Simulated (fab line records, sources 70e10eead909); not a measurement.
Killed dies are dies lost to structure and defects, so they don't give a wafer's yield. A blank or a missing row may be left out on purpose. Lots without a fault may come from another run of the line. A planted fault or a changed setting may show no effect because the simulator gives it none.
Which tool did it? | flow nand_harc | 11 lots, 33 wafers sampled, at 5 steps of a route of 1302

WHAT THE GAUGES READ, wafer by wafer
NHARC_A_ONON_D1_THK_MEAS_21: measures by ellipsometry. Usual: thk_nm 1000 nm, standard deviation 12.
lot  | measured     | on            | thk_nm (nm)    | flag
L845 | day 8 22:47  | film_metro-02 | 985 984 985    |
L847 | day 9 23:29  | film_metro-02 | 1004 1003 1004 |
L848 | day 10 03:13 | film_metro-01 | 999 1001 1000  |
L851 | day 11 17:01 | film_metro-01 | 1007 1006 1005 |
L852 | day 12 06:53 | film_metro-01 | 996 999 996    |
L854 | day 12 18:37 | film_metro-01 | 977 975 976    |
L862 | day 16 04:28 | film_metro-01 | 1003 1004 1003 |
L863 | day 16 04:28 | film_metro-02 | 979 977 977    |
L864 | day 17 04:27 | film_metro-01 | 1015 1016 1014 |
L865 | day 17 04:28 | film_metro-02 | 1015 1013 1014 |
L866 | day 17 17:26 | film_metro-02 | 989 990 990    |

NHARC_A_ONON_D1_THK_MEAS_34: measures by ellipsometry. Usual: thk_nm 199.6 nm, standard deviation 2.5.
lot  | measured     | on            | thk_nm (nm)       | flag
L845 | day 9 00:58  | film_metro-01 | 200.0 201.5 204.4 |
L847 | day 10 01:38 | film_metro-01 | 200.3 200.5 202.7 |
L848 | day 10 05:23 | film_metro-02 | 203.6 203.1 203.4 |
L851 | day 11 19:16 | film_metro-02 | 197.6 201.2 202.4 |
L852 | day 12 09:06 | film_metro-02 | 198.6 199.8 201.4 |
L854 | day 12 20:47 | film_metro-02 | 195.9 196.7 198.5 |
L862 | day 16 06:37 | film_metro-01 | 201.3 199.7 202.9 |
L863 | day 16 06:41 | film_metro-02 | 196.6 195.3 198.5 |
L864 | day 17 06:37 | film_metro-01 | 198.3 199.0 201.6 |
L865 | day 17 06:38 | film_metro-02 | 196.1 199.3 202.0 |
L866 | day 17 19:36 | film_metro-02 | 195.3 196.6 199.8 |

NHARC_END_SORT_01. Usual: killed_at_array 60, standard deviation 21; killed_at_other 1.0, standard deviation 1.2; killed_at_periphery 4.2, standard deviation 2.8; killed_dies 65, standard deviation 20; killed_open 3.1, standard deviation 1.8; killed_short 2.6, standard deviation 1.6.
lot  | measured     | on        | killed_at_array | killed_at_other | killed_at_periphery | killed_dies | killed_open | killed_short | flag
L852 | day 28 00:35 | prober-01 | 51 56 48        | 0 2 0           | 3 4 4               | 54 62 52    | 0 4 2       | 3 3 4        |
L854 | day 28 14:43 | prober-02 | 38 319 41       | 1 4 1           | 7 9 11              | 46 332 53   | 3 5 3       | 5 0 5        | OFF

WHICH TOOL RAN EACH LOT (tool, then ch and the chambers of the sampled wafers, then the start)
lot  | NHARC_A_CHANNEL_HOLE_D1_ETCH_39    | NHARC_A_CHANNEL_HOLE_D1_ETCH_20
L845 | rie_diel-07 ch 0,2,3, day 9 06:21  | har_etch-01 ch 0,1, day 9 09:57
L847 | rie_diel-12 ch 0,1,2, day 10 04:42 | har_etch-02 ch 0,1, day 10 05:49
L848 | rie_diel-07 ch 1,2, day 10 10:24   | har_etch-02 ch 0, day 10 13:50
L851 | rie_diel-12 ch 1,2, day 12 02:12   | har_etch-02 ch 1, day 12 03:19
L852 | rie_diel-08 ch 1,2,3, day 12 12:39 | har_etch-02 ch 0,1, day 12 14:07
L854 | rie_diel-12 ch 1,2,3, day 13 01:02 | har_etch-01 ch 0, day 13 02:19
L862 | rie_diel-07 ch 2,3, day 16 10:52   | har_etch-01 ch 0,1, day 16 13:47
L863 | rie_diel-12 ch 0,2,3, day 16 11:29 | har_etch-02 ch 0,1, day 16 12:38
L864 | rie_diel-12 ch 0,1,2, day 17 09:45 | har_etch-02 ch 0,1, day 17 14:17
L865 | rie_diel-08 ch 0,3, day 17 09:54   | har_etch-01 ch 0,1, day 17 15:27
L866 | rie_diel-12 ch 0,1, day 17 23:27   | har_etch-02 ch 0,1, day 18 03:10
- NHARC_A_CHANNEL_HOLE_D1_ETCH_39: etches the open film in N2/H2, target depth 260 nm, time 325 s.
- NHARC_A_CHANNEL_HOLE_D1_ETCH_20: etches the open film in C4F8/O2/Ar, time 361.9 s, target depth 1600 nm.

WHAT THE TOOLS THEMSELVES READ (means of the sampled wafers that have a number; where no wafer has one, the mark that the record gives instead)
NHARC_A_CHANNEL_HOLE_D1_ETCH_39. Usual: chamber_pressure_mTorr 29.998 mTorr, standard deviation 0.029; drypump_motor_current_A 6.0 A, standard deviation 0.35; h2_flow_sccm 149.9 sccm, standard deviation 0.53; mfc_ar_sccm 0.007 sccm, standard deviation 0.0096; oes_product_au 0.999 a.u., standard deviation 0.0076; rf_fwd_power_W 399.0 W, standard deviation 1.3; rf_vpp_V 430.4 V, standard deviation 2.5; showerhead_plenum_p_Torr 2.04 Torr, standard deviation 0.088; throttle_valve_pct 14.172 %, standard deviation 0.0085.
lot  | tool        | chamber_pressure_mTorr (mTorr) | drypump_motor_current_A (A) | h2_flow_sccm (sccm) | mfc_ar_sccm (sccm) | oes_product_au (a.u.) | rf_fwd_power_W (W) | rf_vpp_V (V) | showerhead_plenum_p_Torr (Torr) | throttle_valve_pct (%) | flag
L845 | rie_diel-07 | 29.991                         | 5.8                         | 150.2               | 0.006              | 0.988                 | 400.0              | 432.6        | 2.10                            | 14.166                 |
L847 | rie_diel-12 | 29.990                         | 6.1                         | 150.0               | 0.004              | 1.002                 | 398.7              | 429.6        | 2.02                            | 14.175                 |
L848 | rie_diel-07 | 30.000                         | 5.6                         | 149.5               | 0.007              | 0.994                 | 400.2              | 429.9        | 2.04                            | 14.185                 |
L851 | rie_diel-12 | 29.987                         | 5.9                         | 150.0               | 0.004              | 1.000                 | 399.5              | 428.3        | 1.97                            | 14.176                 |
L852 | rie_diel-08 | 29.984                         | 5.7                         | 149.3               | 0.021              | 0.998                 | 398.7              | 428.6        | 1.96                            | 14.150                 |
L854 | rie_diel-12 | 29.984                         | 6.2                         | 149.7               | 0.005              | 0.947                 | 398.7              | 429.8        | 1.99                            | 14.174                 | OFF
L862 | rie_diel-07 | 29.983                         | 5.7                         | 150.1               | 0.006              | 0.993                 | 400.0              | 430.6        | 2.05                            | 14.170                 |
L863 | rie_diel-12 | 30.003                         | 6.3                         | 149.7               | 0.005              | 0.995                 | 399.1              | 429.7        | 2.03                            | 14.175                 |
L864 | rie_diel-12 | 29.998                         | 6.1                         | 149.9               | 0.004              | 0.995                 | 399.3              | 429.4        | 2.02                            | 14.170                 |
L865 | rie_diel-08 | 30.011                         | 5.4                         | 149.9               | 0.000              | 1.002                 | 400.5              | 432.7        | 2.11                            | 14.170                 |
L866 | rie_diel-12 | 30.011                         | 5.9                         | 150.1               | 0.000              | 1.000                 | 398.6              | 430.6        | 2.05                            | 14.169                 |

NHARC_A_CHANNEL_HOLE_D1_ETCH_20. Usual: chamber_pressure_mTorr 19.999 mTorr, standard deviation 0.018; drypump_motor_current_A 5.8 A, standard deviation 0.55; mfc_ar_sccm 375.2 sccm, standard deviation 0.97; showerhead_plenum_p_Torr 3.62 Torr, standard deviation 0.12; throttle_valve_pct 32.154 %, standard deviation 0.0097.
lot  | tool        | chamber_pressure_mTorr (mTorr) | drypump_motor_current_A (A) | mfc_ar_sccm (sccm) | showerhead_plenum_p_Torr (Torr) | throttle_valve_pct (%) | flag
L845 | har_etch-01 | 20.007                         | 5.1                         | 374.9              | 3.67                            | 32.153                 |
L847 | har_etch-02 | 19.995                         | 6.2                         | 375.6              | 3.57                            | 32.146                 |
L848 | har_etch-02 | 19.993                         | 6.4                         | 374.8              | 3.65                            | 32.160                 |
L851 | har_etch-02 | 20.001                         | 6.0                         | 374.0              | 3.51                            | 32.156                 |
L852 | har_etch-02 | 20.001                         | 6.3                         | 374.8              | 3.60                            | 32.155                 |
L854 | har_etch-01 | 19.982                         | 5.1                         | 374.4              | 3.53                            | 32.157                 |
L862 | har_etch-01 | 20.015                         | 5.2                         | 375.9              | 3.61                            | 32.161                 |
L863 | har_etch-02 | 20.007                         | 6.3                         | 374.9              | 3.57                            | 32.153                 |
L864 | har_etch-02 | 19.994                         | 6.2                         | 376.2              | 3.93                            | 32.155                 |
L865 | har_etch-01 | 20.000                         | 5.1                         | 375.1              | 3.61                            | 32.152                 |
L866 | har_etch-02 | 19.981                         | 6.1                         | 375.0              | 3.92                            | 32.156                 |

THE ANSWER, worked out from the rows above alone
Rule: a lot is off if the mean of its wafers that have a number lies more than 3 standard deviations from the usual mean. A lot without any number at a reading at which 4 lots or more have one is off too. The other lots that the step has rows for count as sound. The gauges are gone through in route order, then the tools' own readings, and for those a lot's mean is taken as printed above. The first step at which some lot is off is used, and at that step the reading that is off furthest; a lot without a number counts as furthest.
Off: L854, at NHARC_END_SORT_01 (killed_dies). Neither off nor sound, because the step has no rows for them: L845, L847, L848, L851, L862, L863, L864, L865, L866.
A tool fits if, at a process step before that reading, it ran every lot that is off, and no sound lot after the first of them. The gauges at NHARC_END_SORT_01 aren't tried: what is off there is off at NHARC_A_CHANNEL_HOLE_D1_ETCH_39 too, on other tools, and a gauge's error can't cause that. Can't be told from this: 2 tools fit, rie_diel-12 at NHARC_A_CHANNEL_HOLE_D1_ETCH_39, har_etch-01 at NHARC_A_CHANNEL_HOLE_D1_ETCH_20.

WHAT THE SIMULATOR HAD PUT IN
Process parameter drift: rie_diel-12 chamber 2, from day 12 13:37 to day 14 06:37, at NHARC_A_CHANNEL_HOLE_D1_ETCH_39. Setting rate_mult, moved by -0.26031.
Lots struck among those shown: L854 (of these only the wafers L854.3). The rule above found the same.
